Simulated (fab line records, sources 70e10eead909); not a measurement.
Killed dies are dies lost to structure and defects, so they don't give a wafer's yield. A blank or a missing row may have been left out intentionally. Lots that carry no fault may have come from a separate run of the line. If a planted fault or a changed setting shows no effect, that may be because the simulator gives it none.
One fault seen from 2 desks ; flow nand_harc ; numbers are kept per desk, each desk with only its own; the story behind them comes last

THE DEFECT DESK
Inspection counts along the route, by lot: the mean over sampled wafers that carry a number. A lot is out of limits, marked OUT, if its mean lies more than 4 standard deviations from the usual mean; the brackets give that distance.
Columns: A = raw_defect_count at NHARC_A_SIN_REMOVE_INSPECT_04, usual 390
lot;first seen here;A
L461;day 20 10:52;345
L465;day 22 22:17;480
L469;day 23 04:52;379
L468;day 23 09:32;1399 (+14) OUT
L470;day 24 03:02;1363 (+13) OUT
L477;day 26 23:16;319
L479;day 27 22:28;372
L480;day 28 15:25;341
L481;day 28 18:25;350
L483;day 29 18:51;360
L484;day 30 00:40;392
This desk's verdict: out of limits on L468, L470, starting with L468 at day 23 09:32 (raw_defect_count at NHARC_A_SIN_REMOVE_INSPECT_04). Within limits: L461, L465, L469, L477, L479, L480, L481, L483, L484.

THE TOOL OWNER'S DESK: wet_bench-02
The tool's own readings at NHARC_A_SLIT_PRECLEAN_19 (cleans in SC1): means of the sampled wafers that have a number, for each lot that ran on this tool. A lot is out of limits, marked OUT, if its mean lies more than 4 standard deviations from the usual mean; the brackets give that distance.
Columns: A = sc1_h2o2_end_mol_l at NHARC_A_SLIT_PRECLEAN_19, usual 0.3698
lot;first seen here;A
L465;day 22 15:34;0.3692
L469;day 22 22:03;0.3705
L468;day 23 01:50;0.3704
L470;day 23 20:19;0.3703
L477;day 26 16:31;0.3694
L479;day 27 16:44;0.3698
L481;day 28 11:40;0.3701
L484;day 29 16:14;0.3695
Result from this desk: across the 8 lots, nothing is out of limits.

BROUGHT TOGETHER
The defect desk could have raised an alarm at day 23 09:32, on L468, L470.
Nothing out of limits was seen by the tool owner's desk.
The tool owner's desk has L468, L470 on record, within its limits.
On wet_bench-02, each named lot ran NHARC_A_SLIT_PRECLEAN_19.

WHAT HAD BEEN PUT IN BY THE SIMULATOR
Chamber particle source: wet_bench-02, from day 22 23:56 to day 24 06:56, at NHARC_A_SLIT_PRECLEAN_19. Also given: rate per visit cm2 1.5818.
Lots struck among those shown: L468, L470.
Hours from the fault's start to each desk's first reading out of limits: the defect desk, 10.
